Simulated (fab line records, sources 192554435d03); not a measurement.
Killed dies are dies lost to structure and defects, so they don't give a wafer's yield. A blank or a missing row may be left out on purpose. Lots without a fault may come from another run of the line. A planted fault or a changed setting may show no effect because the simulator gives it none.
fab line records | flow n5_finfet
record lots=7 wafers=21
route steps=1938 shown ZERO_LAYER@9 PMOS_HMC_CHANNEL_EPI@57 FIN_SAQP@120 FIN_CUT@155 DUMMY_GATE@223 SD_EPI_N@278 SD_EPI_P@321
start_h: hours from the record's first day to the start of the lot's first wafer shown | wait_h: hours since the lot's step before | " the same as in the row above | L1.1+2: a row that stands for several wafers | - no value, or no start given | * or withheld: withheld | < > ~ a bound
route shown NAME@n: a module of which the file shows steps, and the number in the route of the first | usual: mean/standard deviation of fault-free wafers | same: alike in all rows | chamber/n: place in a boat | sites: the reading at each site | _std_site: their standard deviation | _edge_site: outer sites' mean less inner sites' | radius_mm: how far each site lies from the wafer's centre | mask NAME#n: copy n | behind: the tool/chamber that last shaped the wafer | hold: why the lot was held/for how many hours/how that ended | device: the transistor (n, p or np) that didn't switch | end of line: the same wafers' tests at the end of the route | a step without rows: its recipe alone | killed: dies lost to structure and defects at the first sort, not the wafer's yield | map: a wafer's dies, x killed, . not, _ none there
set.NAME: the setting as run; set.NAME@STEP: as run at that earlier step | model.NAME: the simulator's own value behind a step, which no gauge read
lots whose settings were changed on purpose; a table a step, a row a wafer
## steps
# step N5_ZERO_LAYER_EXPOSE_08
# recipe mask_id=ZERO na=0.55 source_shape=conventional sigma_outer=0.8 polarization=unpolarized defocus_nm=0 target_cd_nm=2000 dose_mj=16.2
# columns lot.wafer tool chamber start_h wait_h mask set.dose_mj
L074.2+5+6 krf_scanner-01 0 12.47 - ZERO#0 16.2
L077.1+3+4 krf_scanner-01 0 30.61 - ZERO#0 16.2
L079.3+5+6 krf_scanner-01 0 42.48 - ZERO#0 16.2
L080.2+3+5 krf_scanner-02 0 48.62 - ZERO#0 16.2
L090.4+5 krf_scanner-01 0 108.61 - ZERO#0 17.1
L090.6 " 0 " " ZERO#0 16.2
L093.3+6 krf_scanner-01 0 126.52 - ZERO#0 15.35
L093.5 " 0 " " ZERO#0 16.2
L097.1+3 krf_scanner-01 0 150.47 - ZERO#0 16.2
L097.4 " 0 " " ZERO#0 15.21
# step N5_ZERO_LAYER_PEB_09
# recipe peb_temp_c=withheld peb_time_s=*
# step N5_ZERO_LAYER_DEVELOP_10
# recipe develop_time_s=60 rinse_liquid=diw dry=air_spin dev_temp_c=21
# step N5_ZERO_LAYER_HARDBAKE_23
# recipe temp_c=130 time_s=120
# step N5_ZERO_LAYER_CD_MEAS_11
# recipe target_cd_nm=2000 landing_energy_ev=500 detector=se_inlens
# usual cd_nm=1999.3/2.3
# columns lot.wafer tool chamber start_h wait_h set.dose_mj@ZERO_LAYER_EXPOSE_08 cd_nm
L074.2 cd_sem-03 0 12.64 - 16.2 2003.2
L074.5 " 0 " " 16.2 1995.3
L074.6 " 0 " " 16.2 1998.9
L077.1 cd_sem-03 0 30.78 - 16.2 1999.1
L077.3 " 0 " " 16.2 1997.6
L077.4 " 0 " " 16.2 1998.0
L079.3 cd_sem-02 0 42.65 - 16.2 2001.6
L079.5 " 0 " " 16.2 2004.2
L079.6 " 0 " " 16.2 2001.0
L080.2 cd_sem-03 0 48.79 - 16.2 2002.4
L080.3 " 0 " " 16.2 2001.3
L080.5 " 0 " " 16.2 1999.4
L090.4 cd_sem-03 0 108.77 - 17.1 2009.9
L090.5 " 0 " " 17.1 2007.3
L090.6 " 0 " " 16.2 1997.2
L093.3 cd_sem-01 0 126.69 - 15.35 1990.5
L093.5 " 0 " " 16.2 2000.3
L093.6 " 0 " " 15.35 1991.2
L097.1 cd_sem-02 0 150.64 - 16.2 1996.4
L097.3 " 0 " " 16.2 1999.4
L097.4 " 0 " " 15.21 1983.7
# step N5_ZERO_LAYER_DESCUM_16
# recipe chemistry=O2 time_s=7.9 source_power_w=50 bias_power_w=20 pressure_mtorr=20 rf_frequency_hz=2.712e+07 temp_c=40 o2_flow_sccm=225
# columns lot.wafer tool chamber start_h wait_h set.time_s set.dose_mj@ZERO_LAYER_EXPOSE_08 model.ZERO_LAYER.cd_nm
L074.2 rie_diel-04 0 12.77 0.1 7.9 16.2 2003
L074.5 " 3 " " 7.9 16.2 1995
L074.6 " 0 " " 7.9 16.2 1999
L077.1 rie_diel-02 2 30.82 0.0 7.9 16.2 1999
L077.3 " 0 " " 7.9 16.2 1997
L077.4 " 3 " " 7.9 16.2 1998
L079.3 rie_diel-04 0 42.69 0.0 7.9 16.2 2002
L079.5 " 0 " " 7.9 16.2 2004
L079.6 " 3 " " 7.9 16.2 2001
L080.2+3 rie_diel-02 1,0 48.83 0.0 7.9 16.2 2002
L080.5 " 3 " " 7.9 16.2 1999
L090.4 rie_diel-04 3 108.83 0.1 7.9 17.1 2010
L090.5 " 1 " " 7.9 17.1 2008
L090.6 " 0 " " 7.9 16.2 1997
L093.3 rie_diel-04 1 126.72 0.0 8.908 15.35 1991
L093.5 " 1 " " 7.9 16.2 2001
L093.6 " 2 " " 7.9 15.35 1991
L097.1 rie_diel-04 1 151.26 0.6 7.9 16.2 1996
L097.3 " 3 " " 7.118 16.2 2000
L097.4 " 2 " " 7.118 15.21 1983
# step N5_PMOS_HMC_CHANNEL_EPI_HM_DEP_34
# recipe material=SiO2 target_thk_a=360 temp_c=400 precursor=TEOS/O2 pressure_torr=6.5 rf_w=900 teos_flow_sccm=161.4 gas=O2 flow_sccm=2650 time_s=6.9
# columns lot.wafer tool chamber start_h wait_h set.time_s model.SiO2_of_PMOS_HMC_CHANNEL_EPI_HM_DEP_34.thk_nm
L074.2 pecvd-04 2 17.41 0.0 6.9 35.63
L074.5 " 0 " " 6.9 35.57
L074.6 " 1 " " 6.9 35.48
L077.1 pecvd-04 1 35.28 0.0 6.9 35.51
L077.3 " 0 " " 6.9 35.47
L077.4 " 0 " " 6.348 33.45
L079.3 pecvd-03 1 47.90 0.0 7.514 38.35
L079.5 " 2 " " 7.514 39.17
L079.6 " 0 " " 6.9 35.97
L080.2 pecvd-01 1 53.47 0.0 6.9 36
L080.3 " 0 " " 7.826 40.32
L080.5 " 2 " " 7.826 41.42
L090.4 pecvd-03 2 113.17 0.0 6.092 32.08
L090.5 " 1 " " 6.9 35.9
L090.6 " 0 " " 6.9 35.62
L093.3 pecvd-03 2 130.80 0.0 5.904 30.41
L093.5 " 0 " " 6.9 36.14
L093.6 " 2 " " 6.9 35.8
L097.1 pecvd-01 1 156.13 0.0 7.447 38.35
L097.3 " 2 " " 6.9 35.93
L097.4 " 0 " " 6.9 35.56
# step N5_PMOS_HMC_CHANNEL_EPI_EXPOSE_06
# recipe mask_id=PMOS_HMC_BLK na=1.35 source_shape=conventional sigma_outer=0.8 polarization=unpolarized target_cd_nm=240 dose_mj=41
# columns lot.wafer tool chamber start_h wait_h mask set.dose_mj
L074.2+5+6 arfi_scanner-01 0 17.69 - PMOS_HMC_BLK#0 41
L077.1+3+4 arfi_scanner-03 0 35.56 - PMOS_HMC_BLK#0 41
L079.3+6 arfi_scanner-03 0 48.19 - PMOS_HMC_BLK#0 43.05
L079.5 " 0 " " PMOS_HMC_BLK#0 41
L080.2+3 arfi_scanner-01 0 53.75 - PMOS_HMC_BLK#0 41
L080.5 " 0 " " PMOS_HMC_BLK#0 38.2
L090.4+5+6 arfi_scanner-03 0 113.33 - PMOS_HMC_BLK#0 41
L093.3 arfi_scanner-01 0 131.11 - PMOS_HMC_BLK#0 39.42
L093.5+6 " 0 " " PMOS_HMC_BLK#0 41
L097.1 arfi_scanner-03 0 156.41 - PMOS_HMC_BLK#0 43.35
L097.3+4 " 0 " " PMOS_HMC_BLK#0 41
# step N5_PMOS_HMC_CHANNEL_EPI_PEB_07
# recipe peb_temp_c=110 peb_time_s=60 resist=CAR-ArF-block
# step N5_PMOS_HMC_CHANNEL_EPI_DEVELOP_08
# recipe develop_time_s=30 developer=TMAH resist=CAR-ArF-block dev_temp_c=23 rinse_liquid=diw dry=air_spin
# step N5_PMOS_HMC_CHANNEL_EPI_CD_MEAS_09
# recipe target_cd_nm=237.4 landing_energy_ev=500 detector=se_inlens
# usual cd_nm=237.6/0.92
# columns lot.wafer tool chamber start_h wait_h set.dose_mj@PMOS_HMC_CHANNEL_EPI_EXPOSE_06 cd_nm
L074.2 cd_sem-01 0 17.81 - 41 236.6
L074.5 " 0 " " 41 237.7
L074.6 " 0 " " 41 237.1
L077.1 cd_sem-03 0 35.68 - 41 237.6
L077.3 " 0 " " 41 238.6
L077.4 " 0 " " 41 240.1
L079.3 cd_sem-03 0 48.31 - 43.05 241.8
L079.5 " 0 " " 41 237.8
L079.6 " 0 " " 43.05 240.9
L080.2 cd_sem-02 0 53.87 - 41 238.7
L080.3 " 0 " " 41 239.5
L080.5 " 0 " " 38.2 233.3
L090.4 cd_sem-01 0 113.44 - 41 237.8
L090.5 " 0 " " 41 236.9
L090.6 " 0 " " 41 238.0
L093.3 cd_sem-03 0 131.22 - 39.42 233.6
L093.5 " 0 " " 41 237.1
L093.6 " 0 " " 41 237.9
L097.1 cd_sem-03 0 156.53 - 43.35 243.3
L097.3 " 0 " " 41 238.0
L097.4 " 0 " " 41 240.1
# step N5_PMOS_HMC_CHANNEL_EPI_DESCUM_14
# recipe chemistry=O2 time_s=7.9 source_power_w=50 bias_power_w=20 pressure_mtorr=20 rf_frequency_hz=2.712e+07 temp_c=40 resist=CAR-ArF-block o2_flow_sccm=225
# columns lot.wafer tool chamber start_h wait_h set.dose_mj@PMOS_HMC_CHANNEL_EPI_EXPOSE_06 model.PMOS_HMC_CHANNEL_EPI.cd_nm
L074.2 rie_diel-06 3 18.10 0.2 41 237
L074.5 " 1 " " 41 237.5
L074.6 " 0 " " 41 237.2
L077.1 rie_diel-02 2 35.77 0.0 41 237.6
L077.3 " 1 " " 41 238.4
L077.4 " 3 " " 41 240.4
L079.3 rie_diel-06 2 48.39 0.0 43.05 241.7
L079.5 " 2 " " 41 237.8
L079.6 " 3 " " 43.05 241.4
L080.2 rie_diel-02 3 53.96 0.0 41 238.8
L080.3 " 2 " " 41 239.5
L080.5 " 1 " " 38.2 233
L090.4 rie_diel-02 3 113.52 0.0 41 238.2
L090.5 " 0 " " 41 236.8
L090.6 " 3 " " 41 238.1
L093.3 rie_diel-06 2 131.31 0.0 39.42 233.8
L093.5 " 3 " " 41 236.9
L093.6 " 2 " " 41 237.8
L097.1 rie_diel-06 0 156.62 0.0 43.35 243.4
L097.3 " 2 " " 41 238.1
L097.4 " 3 " " 41 240.1
# step N5_PMOS_HMC_CHANNEL_EPI_ETCH_32
# recipe chemistry=N2/H2 target=BARC stop_on=SiO2 target_depth_a=858 over_etch_frac=0.3 time_s=50.3 ion_energy_ev=200 mask_material=CAR-ArF-block pressure_mtorr=30 source_w=840 bias_w=150 n2_flow_sccm=200 h2_flow_sccm=200
# columns lot.wafer tool chamber start_h wait_h set.dose_mj@PMOS_HMC_CHANNEL_EPI_EXPOSE_06 model.PMOS_HMC_CHANNEL_EPI.cd_nm
L074.2 rie_diel-06 3 18.14 0.0 41 238.9
L074.5 " 1 " " 41 240.1
L074.6 " 0 " " 41 239.9
L077.1 rie_diel-02 2 35.81 0.0 41 240.9
L077.3 " 1 " " 41 241.4
L077.4 " 3 " " 41 242.6
L079.3 rie_diel-06 2 48.43 0.0 43.05 244.5
L079.5 " 2 " " 41 240.6
L079.6 " 3 " " 43.05 243.3
L080.2 rie_diel-02 3 53.99 0.0 41 241.2
L080.3 " 2 " " 41 242.4
L080.5 " 1 " " 38.2 236.3
L090.4 rie_diel-02 3 113.55 0.0 41 241.4
L090.5 " 0 " " 41 239.3
L090.6 " 3 " " 41 241.3
L093.3 rie_diel-06 2 131.34 0.0 39.42 237
L093.5 " 3 " " 41 239.1
L093.6 " 2 " " 41 241
L097.1 rie_diel-06 0 156.66 0.0 43.35 246
L097.3 " 2 " " 41 240.7
L097.4 " 3 " " 41 241.4
# step N5_PMOS_HMC_CHANNEL_EPI_HM_OPEN_15
# recipe chemistry=CHF3/O2 target=SiO2 mask_material=CAR-ArF-block target_depth_a=406 CHF3_flow_sccm=50 O2_flow_sccm=5 Ar_flow_sccm=200 time_s=20.3 pressure_mtorr=30 source_w=650 bias_w=170 ion_energy_ev=200
# columns lot.wafer tool chamber start_h wait_h set.dose_mj@PMOS_HMC_CHANNEL_EPI_EXPOSE_06 model.PMOS_HMC_CHANNEL_EPI.cd_nm
L074.2 rie_diel-06 3 18.18 0.0 41 238.9
L074.5 " 1 " " 41 240.1
L074.6 " 0 " " 41 239.9
L077.1 rie_diel-02 2 35.85 0.0 41 240.9
L077.3 " 1 " " 41 241.4
L077.4 " 3 " " 41 242.7
L079.3 rie_diel-06 2 48.47 0.0 43.05 244.5
L079.5 " 2 " " 41 240.6
L079.6 " 3 " " 43.05 243.3
L080.2 rie_diel-02 3 54.04 0.0 41 241.2
L080.3 " 2 " " 41 242.5
L080.5 " 1 " " 38.2 236.3
L090.4+6 rie_diel-02 3 113.60 0.0 41 241.4
L090.5 " 0 " " 41 239.3
L093.3 rie_diel-06 2 131.38 0.0 39.42 237
L093.5 " 3 " " 41 239.1
L093.6 " 2 " " 41 241.1
L097.1 rie_diel-06 0 156.70 0.0 43.35 246
L097.3 " 2 " " 41 240.7
L097.4 " 3 " " 41 241.5
# step N5_FIN_SAQP_MANDREL_ETCH_22
# recipe target_depth_a=600 chemistry=HBr/Cl2 target=a-Si stop_on=SiNx bt_time_s=10 over_etch_frac=0.5 time_s=30 pressure_mtorr=10 icp_w=800 bias_w=75 HBr_flow_sccm=150 Cl2_flow_sccm=80 ends=end_point
# columns lot.wafer tool chamber start_h wait_h set.icp_w model.SOC_of_FIN_SAQP_COAT_49.thk_nm
L074.2 rie_si-02 0 23.02 0.0 800 76.3
L074.5 " 3 " " 800 76.91
L074.6 " 2 " " 800 76.74
L077.1 rie_si-02 1 41.68 0.0 882.4 75.72
L077.3 " 0 " " 800 76.61
L077.4 " 3 " " 882.4 75.63
L079.3 rie_si-01 0 53.87 0.0 940.6 75.07
L079.5 " 0 " " 800 77.01
L079.6 " 3 " " 940.6 75.42
L080.2 rie_si-01 3 58.77 0.0 941.9 75.64
L080.3 " 1 " " 941.9 74.6
L080.5 " 0 " " 800 76.34
L090.4 rie_si-02 1 117.93 0.0 762.6 76.69
L090.5 " 2 " " 762.6 76.57
L090.6 " 1 " " 800 76.34
L093.3 rie_si-02 2 136.89 0.0 800 75.88
L093.5 " 3 " " 800 76.22
L093.6 " 2 " " 691.9 77.67
L097.1 rie_si-01 2 161.23 0.0 800 75.68
L097.3 " 1 " " 757.6 76
L097.4 " 2 " " 800 75.37
# step N5_FIN_CUT_COAT_19
# recipe resist=SiARC temp_c=220 time_s=60 spin_rpm=1500 resist_thk_nm=20
# columns lot.wafer tool chamber start_h wait_h set.spin_rpm model.SiARC_of_FIN_CUT_COAT_19.thk_nm
L074.2+5+6 litho_track-05 0 - - 1500 20
L077.1+3 litho_track-03 0 - - 1406 20.8
L077.4 " 0 " " 1500 20
L079.3+5 litho_track-03 0 - - 1630 19.2
L079.6 " 0 " " 1500 20
L080.2+3 litho_track-02 0 - - 1500 20
L080.5 " 0 " " 1409 20.6
L090.4+5+6 litho_track-02 0 - - 1500 20
L093.3+5 litho_track-02 0 - - 1441 20.4
L093.6 " 0 " " 1500 20.2
L097.1+3+4 litho_track-03 0 - - 1500 20
# step N5_FIN_CUT_COAT_29
# recipe resist=underlayer temp_c=205 time_s=60 spin_rpm=1500 resist_thk_nm=10
# step N5_FIN_CUT_COAT_02
# recipe resist=CAR-EUV spin_rpm=1500 resist_thk_nm=30
# step N5_FIN_CUT_DESCUM_13
# recipe chemistry=O2 time_s=7 source_power_w=50 bias_power_w=20 pressure_mtorr=20 rf_frequency_hz=2.712e+07 temp_c=40 resist=CAR-EUV o2_flow_sccm=225
# step N5_FIN_CUT_ETCH_30
# recipe chemistry=N2/H2 target=underlayer target_depth_a=130 mask_material=CAR-EUV time_s=10.4 ion_energy_ev=200 pressure_mtorr=30 source_w=840 bias_w=150 n2_flow_sccm=200 h2_flow_sccm=200 ends=cleared
# step N5_FIN_CUT_ETCH_20
# recipe chemistry=CF4 target=SiARC target_depth_a=260 mask_material=CAR-EUV time_s=43.3 ion_energy_ev=80 pressure_mtorr=40 source_w=545 bias_w=36 Ar_flow_sccm=100 cf4_flow_sccm=100 ends=cleared
# columns lot.wafer tool chamber start_h wait_h set.spin_rpm@FIN_CUT_COAT_19 model.etch.depth_nm
L074.2 rie_diel-02 1 27.97 0.0 1500 20.08
L074.5+6 " 0,3 " " 1500 19.99
L077.1+3 rie_diel-06 3,2 47.10 0.0 1406 20.75
L077.4 " 0 " " 1500 20.07
L079.3 rie_diel-04 2 58.25 0.0 1630 19.16
L079.5 " 2 " " 1630 19.18
L079.6 " 3 " " 1500 19.92
L080.2 rie_diel-04 3 63.31 0.0 1500 20.02
L080.3 " 1 " " 1500 19.97
L080.5 " 2 " " 1409 20.64
L090.4 rie_diel-04 2 122.40 0.0 1500 20.05
L090.5 " 2 " " 1500 20
L090.6 " 1 " " 1500 20.02
L093.3 rie_diel-02 1 142.41 0.0 1441 20.45
L093.5 " 3 " " 1441 20.42
L093.6 " 2 " " 1500 20.1
L097.1+4 rie_diel-06 2,0 166.22 0.0 1500 20.03
L097.3 " 0 " " 1500 20.07
# step N5_DUMMY_GATE_COAT_35
# recipe resist=SiARC temp_c=220 time_s=60 spin_rpm=1500 resist_thk_nm=10
# columns lot.wafer tool chamber start_h wait_h set.spin_rpm model.SiARC_of_DUMMY_GATE_COAT_35.thk_nm
L074.2+5+6 litho_track-02 0 - - 1500 10
L077.1+3+4 litho_track-02 0 - - 1500 10
L079.3 litho_track-04 0 - - 1500 10
L079.5+6 " 0 " " 1548 9.8
L080.2 litho_track-02 0 - - 1500 10
L080.3+5 " 0 " " 1402 10.4
L090.4+5+6 litho_track-02 0 - - 1500 10
L093.3 litho_track-01 0 - - 1410 10.4
L093.5 " 0 " " 1500 10
L093.6 " 0 " " 1410 10.2
L097.1+4 litho_track-02 0 - - 1500 10
L097.3 " 0 " " 1345 10.6
# step N5_SD_EPI_N_ETCH_45
# recipe chemistry=CH3F/O2 target=SiOCN target_depth_a=60 mask_material=SOC ion_energy_ev=60 bias_w=29 pressure_mtorr=15 source_w=410 Ar_flow_sccm=150 CH3F_flow_sccm=30 O2_flow_sccm=20
# columns lot.wafer tool chamber start_h wait_h set.target_depth_a model.etch.depth_nm
L074.2 rie_diel-01 3 50.10 0.1 60 5.958
L074.5 " 3 " " 60 5.941
L074.6 " 2 " " 60 5.937
L077.1 rie_diel-03 2 68.56 0.1 60 5.881
L077.3 " 1 " " 60 6.166
L077.4 " 3 " " 62.47 6.362
L079.3 rie_diel-01 2 79.76 0.1 60 5.971
L079.5 " 1 " " 56.91 5.83
L079.6 " 2 " " 60 6.018
L080.2 rie_diel-05 0 86.66 0.1 60 6.016
L080.3 " 1 " " 63.84 6.214
L080.5 " 0 " " 60 5.988
L090.4 rie_diel-03 3 143.61 0.1 60 6.143
L090.5 " 1 " " 60 6.141
L090.6 " 2 " " 60 5.895
L093.3 rie_diel-01 1 164.68 0.1 60 6.126
L093.5 " 2 " " 54.05 5.474
L093.6 " 3 " " 54.05 5.571
L097.1 rie_diel-01 3 187.84 0.1 60 6.183
L097.3 " 2 " " 60 6.122
L097.4 " 1 " " 60 6.116
# step N5_SD_EPI_N_EPI_21
# recipe material=Si:P dopant=P temp_c=680 pressure_torr=255 time_s=690
# columns lot.wafer tool chamber start_h wait_h set.epi_growth_time_s model.Si-P_of_SD_EPI_N_EPI_21.thk_nm
L074.2 epi_rpcvd-04 0 51.55 0.4 690 59.6
L074.5 " 0 " " 690 60
L074.6 " 0 " " 690 59.8
L077.1 epi_rpcvd-03 0 69.74 0.1 735.6 61.2
L077.3+4 " 0 " " 735.6 61.8
L079.3 epi_rpcvd-01 0 82.99 1.5 642.4 56.2
L079.5 " 0 84.31 2.7 690 59
L079.6 " 0 " " 642.4 57
L080.2+3 epi_rpcvd-04 0 88.40 0.5 750.9 63.2
L080.5 " 0 89.52 1.5 690 59.4
L090.4 epi_rpcvd-01 0 146.01 1.2 619 54
L090.5 " 0 " " 619 54.4
L090.6 " 0 " " 690 58.2
L093.3 epi_rpcvd-04 0 166.40 0.7 690 58.2
L093.5 " 0 " " 690 58.6
L093.6 " 0 " " 690 58.8
L097.1 epi_rpcvd-04 0 189.00 0.1 651.3 55.4
L097.3 " 0 " " 690 58
L097.4 " 0 " " 690 58.6
# step N5_SD_EPI_N_PRECLEAN_24
# recipe chemistry=O3/DIW time_s=60 temp_c=22 o3_ppm=10
# columns lot.wafer tool chamber start_h wait_h set.epi_growth_time_s@SD_EPI_N_EPI_21 model.Si-P_of_SD_EPI_N_EPI_21.thk_nm
L074.2 wet_bench-03 3 53.02 0.0 690 59.2
L074.5 " 6 " " 690 59.6
L074.6 " 7 " " 690 59.4
L077.1 wet_bench-01 0 71.50 0.0 735.6 60.8
L077.3+4 " 7,2 " " 735.6 61.4
L079.3 wet_bench-01 7 85.73 0.0 642.4 55.8
L079.5 " 4 " " 690 58.6
L079.6 " 3 " " 642.4 56.6
L080.2 wet_bench-01 2 90.34 0.0 750.9 62.6
L080.3 " 1 " " 750.9 62.8
L080.5 " 0 " " 690 59
L090.4 wet_bench-01 5 147.21 0.0 619 53.8
L090.5 " 7 " " 619 54
L090.6 " 6 " " 690 57.8
L093.3 wet_bench-02 2 167.59 0.0 690 57.8
L093.5 " 5 " " 690 58.2
L093.6 " 3 " " 690 58.4
L097.1 wet_bench-02 3 190.75 0.0 651.3 55
L097.3 " 1 " " 690 57.6
L097.4 " 5 " " 690 58.2
# step N5_SD_EPI_P_EPI_21
# recipe material=SiGe:B dopant=B temp_c=550 pressure_torr=20 ambient=H2 time_s=355
# columns lot.wafer tool chamber start_h wait_h set.epi_growth_time_s model.SiGe-B_of_SD_EPI_P_EPI_21.thk_nm
L074.2+6 epi_rpcvd-04 0 55.85 0.5 355 60.6
L074.5 " 0 56.93 1.5 355 61
L077.1 epi_rpcvd-03 0 73.73 0.1 355 62.2
L077.3 " 0 " " 364.7 62.6
L077.4 " 0 " " 364.7 63
L079.3 epi_rpcvd-03 0 88.83 0.8 335.2 58
L079.5 " 0 " " 335.2 58.8
L079.6 " 0 " " 355 61
L080.2 epi_rpcvd-04 0 93.29 0.6 369.8 62
L080.3 " 0 " " 355 60.2
L080.5 " 0 " " 355 60.6
L090.4 epi_rpcvd-02 0 151.09 1.1 355 60.6
L090.5 " 0 " " 355 61.2
L090.6 " 0 " " 355 60.4
L093.3 epi_rpcvd-03 0 170.54 0.8 355 60.4
L093.5+6 " 0 " " 330.2 57.6
L097.1 epi_rpcvd-04 0 193.60 0.1 340.5 58.8
L097.3 " 0 " " 355 60.2
L097.4 " 0 " " 355 60.8
## key
split step=N5_ZERO_LAYER_EXPOSE_08 setting=dose_mj stated=16.2 by=wafer
response step=N5_ZERO_LAYER_CD_MEAS_11 reading=cd_nm change=+2.09 per=1% r=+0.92
response step=N5_ZERO_LAYER_DESCUM_16 reading=model.ZERO_LAYER.cd_nm change=+2.14 per=1% r=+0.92
split step=N5_ZERO_LAYER_DESCUM_16 setting=time_s stated=7.9 by=wafer
response none clear
split step=N5_PMOS_HMC_CHANNEL_EPI_HM_DEP_34 setting=time_s stated=6.9 by=wafer
response step=N5_PMOS_HMC_CHANNEL_EPI_HM_DEP_34 reading=model.SiO2_of_PMOS_HMC_CHANNEL_EPI_HM_DEP_34.thk_nm change=+0.342 per=1% r=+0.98
split step=N5_PMOS_HMC_CHANNEL_EPI_EXPOSE_06 setting=dose_mj stated=41 by=wafer
response step=N5_PMOS_HMC_CHANNEL_EPI_CD_MEAS_09 reading=cd_nm change=+0.804 per=1% r=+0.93
response step=N5_PMOS_HMC_CHANNEL_EPI_DESCUM_14 reading=model.PMOS_HMC_CHANNEL_EPI.cd_nm change=+0.832 per=1% r=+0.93
response step=N5_PMOS_HMC_CHANNEL_EPI_ETCH_32 reading=model.PMOS_HMC_CHANNEL_EPI.cd_nm change=+0.783 per=1% r=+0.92
response step=N5_PMOS_HMC_CHANNEL_EPI_HM_OPEN_15 reading=model.PMOS_HMC_CHANNEL_EPI.cd_nm change=+0.788 per=1% r=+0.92
split step=N5_FIN_SAQP_MANDREL_ETCH_22 setting=icp_w stated=800 by=wafer
response step=N5_FIN_SAQP_MANDREL_ETCH_22 reading=model.SOC_of_FIN_SAQP_COAT_49.thk_nm change=-0.0915 per=1% r=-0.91
split step=N5_FIN_CUT_COAT_19 setting=spin_rpm stated=1500 by=wafer
response step=N5_FIN_CUT_COAT_19 reading=model.SiARC_of_FIN_CUT_COAT_19.thk_nm change=-0.0982 per=1% r=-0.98
response step=N5_FIN_CUT_ETCH_20 reading=model.etch.depth_nm change=-0.0957 per=1% r=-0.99
split step=N5_DUMMY_GATE_COAT_35 setting=spin_rpm stated=1500 by=wafer
response step=N5_DUMMY_GATE_COAT_35 reading=model.SiARC_of_DUMMY_GATE_COAT_35.thk_nm change=-0.0575 per=1% r=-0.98
split step=N5_SD_EPI_N_ETCH_45 setting=target_depth_a stated=60 by=wafer
response step=N5_SD_EPI_N_ETCH_45 reading=model.etch.depth_nm change=+0.0525 per=1% r=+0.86
split step=N5_SD_EPI_N_EPI_21 setting=epi_growth_time_s stated=690 by=wafer
response step=N5_SD_EPI_N_EPI_21 reading=model.Si-P_of_SD_EPI_N_EPI_21.thk_nm change=+0.409 per=1% r=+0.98
response step=N5_SD_EPI_N_PRECLEAN_24 reading=model.Si-P_of_SD_EPI_N_EPI_21.thk_nm change=+0.402 per=1% r=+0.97
split step=N5_SD_EPI_P_EPI_21 setting=epi_growth_time_s stated=355 by=wafer
response step=N5_SD_EPI_P_EPI_21 reading=model.SiGe-B_of_SD_EPI_P_EPI_21.thk_nm change=+0.406 per=1% r=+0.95
